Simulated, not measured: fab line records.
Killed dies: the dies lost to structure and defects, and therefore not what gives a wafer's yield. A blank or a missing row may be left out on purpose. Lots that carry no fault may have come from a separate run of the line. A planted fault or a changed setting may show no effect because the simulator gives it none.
The tool behind it: which one? :: flow nandHarc :: 6 lots, 17 wafers sampled, at 5 steps of a route of 1302

WHAT THE GAUGES READ, wafer by wafer
NHARC_END_SORT_01.
lot: L366
measured: day 30 02:23
on: prober-02
killedAtArray: 55 48

WHICH TOOL RAN EACH LOT (tool, then ch and the chambers of the sampled wafers, then the start)
lot: L355
NHARC_P_GATE_DEGAS_109: pvdSputter-03, day 6 14:50
NHARC_P_CONTACT_DEP_00: pecvd-02 ch 0,1, day 6 19:11 or earlier
NHARC_P_CONTACT_DEGAS_38: pvdSputter-02, day 6 19:11
NHARC_P_CONTACT_ALD_22: aldMetal-03 ch 0,2,3, day 6 19:27

lot: L359
NHARC_P_GATE_DEGAS_109: pvdSputter-01, day 8 09:44
NHARC_P_CONTACT_DEP_00: pecvd-01 ch 2, day 8 11:08
NHARC_P_CONTACT_DEGAS_38: pvdSputter-03, day 8 14:21
NHARC_P_CONTACT_ALD_22: aldMetal-01 ch 0,1, day 8 14:35

lot: L362
NHARC_P_GATE_DEGAS_109: pvdSputter-03, day 9 23:08
NHARC_P_CONTACT_DEP_00: pecvd-01 ch 0,1, day 10 03:31 or earlier
NHARC_P_CONTACT_DEGAS_38: pvdSputter-01, day 10 03:31
NHARC_P_CONTACT_ALD_22: aldMetal-02 ch 0,1,2, day 10 04:14

lot: L366
NHARC_P_GATE_DEGAS_109: pvdSputter-01, day 11 01:09
NHARC_P_CONTACT_DEP_00: pecvd-04 ch 0,2, day 11 05:31 or earlier
NHARC_P_CONTACT_DEGAS_38: pvdSputter-02, day 11 05:31
NHARC_P_CONTACT_ALD_22: aldMetal-02 ch 1,3, day 11 05:46

lot: L373
NHARC_P_GATE_DEGAS_109: pvdSputter-03, day 14 10:01
NHARC_P_CONTACT_DEP_00: pecvd-02 ch 0,2, day 14 14:13 or earlier
NHARC_P_CONTACT_DEGAS_38: pvdSputter-02, day 14 14:13
NHARC_P_CONTACT_ALD_22: aldMetal-03 ch 2,3, day 14 14:28

lot: L375
NHARC_P_GATE_DEGAS_109: pvdSputter-02, day 14 21:28
NHARC_P_CONTACT_DEP_00: pecvd-01 ch 0,1, day 15 01:49 or earlier
NHARC_P_CONTACT_DEGAS_38: pvdSputter-03, day 15 01:49
NHARC_P_CONTACT_ALD_22: aldMetal-02 ch 0,1,3, day 15 02:03
- NHARC_P_GATE_DEGAS_109: time 60 s.
- NHARC_P_CONTACT_DEP_00: deposits SiO2, target thk 500 nm.
- NHARC_P_CONTACT_DEGAS_38: time 60 s.
- NHARC_P_CONTACT_ALD_22: deposits TiN, target thk 3 nm, pulse time 1 s, ald cycles 150.

THE ANSWER, worked out from the rows above alone
Rule: the usual values come from the lots themselves. Put in order of their means at a reading, lots are off if they are a third of the lots or fewer, leave a main group of 4 or more, and stand apart from it by a gap of 3 or more times the standard deviation of the main group's means; of several such gaps the widest counts. If all means in a main group match to the digits the tables above print for the reading, that group is not used. Also off: a lot with no number at a reading for which 4 or more lots have one. Where the step has rows for the other lots, those lots are counted as sound.
Across all readings shown, no lot is off: no conclusion can be drawn from this.

WHAT THE SIMULATOR HAD INSERTED
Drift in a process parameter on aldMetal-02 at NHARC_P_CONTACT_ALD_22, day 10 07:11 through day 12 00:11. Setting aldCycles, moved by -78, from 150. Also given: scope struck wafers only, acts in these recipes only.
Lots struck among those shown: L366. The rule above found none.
